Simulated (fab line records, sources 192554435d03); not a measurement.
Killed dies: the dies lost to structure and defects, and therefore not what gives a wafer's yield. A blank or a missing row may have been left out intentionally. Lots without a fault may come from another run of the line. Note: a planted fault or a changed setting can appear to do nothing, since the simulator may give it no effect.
Code-filled problem report in 8D (eight disciplines) form	flow n5 finfet	the parts of the form that need people (team, actions taken, sign-off) are left out

## 1. WHAT IS WRONG
At N5_BEOL_M5_CMP_52, barrier field endpoint s averages 13.4 s over 3 wafers from 2 lots, while fault-free wafers read 24.7 s, standard deviation 0.66. Measured from the usual mean, that is -17 standard deviations.
The step: polishes, stops on SiCOH lowk, t overpolish 6.9 s, target thk 62 nm.
First observed at day 14 19:59: wafer L496.4, on cmp-02. The record has a number at this step for 33 wafers belonging to 11 lots. By rule, "out" or "out of limits" means more than 4 standard deviations away from the usual mean. The other wafers with a number count as sound.

## 2. WHAT IT IS, AND WHAT IT ISN'T
question	is	is not
which readings at this step	barrier field endpoint s, time to endpoint s	clearing platen rpm, motor current A, overpolish run s, retaining ring pressure frac
which lots	L496, L497	L487, L494, L500, L501, L502, L503, L505, L508, L509
which wafers of those lots	L496.4, L496.5, L497.1	L496.6, L497.2, L497.6
read on which tools	cmp-02	cmp-01, cmp-04
when	from day 14 19:59	up to then (4 sound wafers); but 26 sound wafers of L494, L497, L500, L501, L502, L503, L505, L508, L509 came after

## 3. SUSPECTS, AND WHAT RULES EACH OUT
Counting: if a tool at a process step up to the reading ran every lot that is out, it stays a suspect. Sound lots after the first of them don't rule it out here, since some wafers of a struck lot are sound.
- cmp-02 at N5_BEOL_M5_CMP_52 (polishes, stops on SiCOH lowk, t overpolish 6.9 s, target thk 62 nm): kept. It ran every lot that is out, first L496 (day 14 19:59). Out on those wafers are its own readings of barrier field endpoint s, time to endpoint s.
Remaining after the count: cmp-02 at N5_BEOL_M5_CMP_52.

## 4. THE CAUSE (what the simulator had put in)
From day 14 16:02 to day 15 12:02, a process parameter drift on cmp-02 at N5_BEOL_M5_CMP_52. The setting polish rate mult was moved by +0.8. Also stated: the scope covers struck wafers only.
This tool alone remained once counting was done.

## 5. SEQUENCE OF EFFECTS, ordered by route
One row per reading whose mean, taken over the struck wafers that have a number, lies over 3 standard deviations from the usual. Only readings for which the record gives a usual standard deviation are gone through. hours: the time from each lot's start at the first step in this table that gives one to its start at this step, as a median over the lots. sigmas: the change in usual standard deviations.
hours	step	reading	usual	on struck wafers	change	sigmas
0	N5_BEOL_M5_CMP_52	barrier field endpoint s	24.7 s	13.4	-11.3	-17
0	N5_BEOL_M5_CMP_52	time to endpoint s	63 s	35	-28	-9.4
Here are the process steps it includes:
- N5_BEOL_M5_CMP_52: polishes, stops on SiCOH lowk, t overpolish 6.9 s, target thk 62 nm.

## 6. WHAT WOULD HAVE CAUGHT IT SOONER
First out-of-limits reading in this record: day 14 19:59, which is 4 hours after fault onset at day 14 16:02.
